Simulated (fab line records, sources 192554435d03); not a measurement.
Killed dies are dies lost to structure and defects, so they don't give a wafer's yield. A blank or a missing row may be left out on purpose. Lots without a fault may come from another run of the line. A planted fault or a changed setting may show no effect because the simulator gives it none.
Problem report in the 8D (eight disciplines) form, filled by code | flow n5_finfet | the parts of the form that need people (team, actions taken, sign-off) are left out

1. THE PROBLEM
etch_rf_on_time_s at N5_BEOL_M5_ETCH_67 reads a mean of 16.0 s on 1 wafer of 1 lot; wafers without a fault read 26.3 s with a standard deviation of 0.79. That is -13 standard deviations from the usual mean.
The step: etches SiARC in CF4, target depth 15.6 nm, time 26 s.
First seen on wafer L787.1, day 12 16:11, on rie_diel-05. The record holds 27 wafers of 9 lots with a number at this step. Rule for "out", or "out of limits": more than 4 standard deviations from the usual mean. The other wafers with a number count as sound.

2. WHAT IT IS AND WHAT IT IS NOT
question                    | is                | is not
which readings at this step | etch_rf_on_time_s | drypump_motor_current_A, oes_product_au, rf_vpp_V, showerhead_plenum_p_Torr, throttle_valve_pct
which lots                  | L787              | L772, L773, L777, L779, L791, L792, L793, L795
which wafers of those lots  | L787.1            | L787.3, L787.6
read on which tools         | rie_diel-05       | rie_diel-02, rie_diel-03
when                        | from day 12 16:11 | up to then (14 sound wafers); but 12 sound wafers of L791, L792, L793, L795 came after

3. SUSPECTS, AND WHAT RULES EACH OUT
Counting: a tool at a process step up to the reading stays a suspect if it ran every lot that is out. Sound lots after the first of them don't rule it out here, since some wafers of a struck lot are sound.
- rie_diel-05 at N5_BEOL_M5_ETCH_61 (etches SiARC in CF4, target depth 15.6 nm, time 26 s): kept. It ran the lot that is out, L787 (day 12 14:41); its last sound lot up to then is L772 (day 7 23:06).
- rie_diel-03 at N5_BEOL_M5_STRIP_19 (strips in O2): kept. It ran the lot that is out, L787 (day 12 15:03); its last sound lot up to then is L779 (day 10 19:26).
- rie_diel-05 at N5_BEOL_M5_ETCH_67 (etches SiARC in CF4, target depth 15.6 nm, time 26 s): kept. It ran the lot that is out, L787 (day 12 16:11); its last sound lot up to then is L777 (day 10 07:25). Its own readings are out on those wafers: etch_rf_on_time_s.
- Within rie_diel-05 at N5_BEOL_M5_ETCH_61: the wafers that are out ran in chamber 1; their sound lot-mates ran in chambers 2, 3.
- Within rie_diel-05 at N5_BEOL_M5_ETCH_67: the wafers that are out ran in chamber 2; their sound lot-mates ran in chambers 0, 3.
Left after counting: rie_diel-05 at N5_BEOL_M5_ETCH_61, rie_diel-03 at N5_BEOL_M5_STRIP_19, rie_diel-05 at N5_BEOL_M5_ETCH_67.

4. THE CAUSE (what the simulator had put in)
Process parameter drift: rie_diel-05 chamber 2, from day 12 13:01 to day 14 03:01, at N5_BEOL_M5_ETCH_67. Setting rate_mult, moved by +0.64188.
Counting left 3 suspects, and this tool is among them.

5. THE CHAIN OF EFFECTS, in route order
Each row: a reading whose mean over the struck wafers that have a number lies more than 3 standard deviations from the usual. Only readings for which the record gives a usual standard deviation are gone through. hours: the time from each lot's start at the first step in this table that gives one to its start at this step, as a median over the lots. sigmas: the change in usual standard deviations.
hours | step               | reading           | usual  | on struck wafers | change | sigmas
0     | N5_BEOL_M5_ETCH_67 | etch_rf_on_time_s | 26.3 s | 16.0             | -10.3  | -13
The process steps in it:
- N5_BEOL_M5_ETCH_67: etches SiARC in CF4, target depth 15.6 nm, time 26 s.

6. WHAT WOULD HAVE CAUGHT IT SOONER
In this record the first reading out of limits was taken at day 12 16:11, 3 hours after the fault began at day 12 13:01.
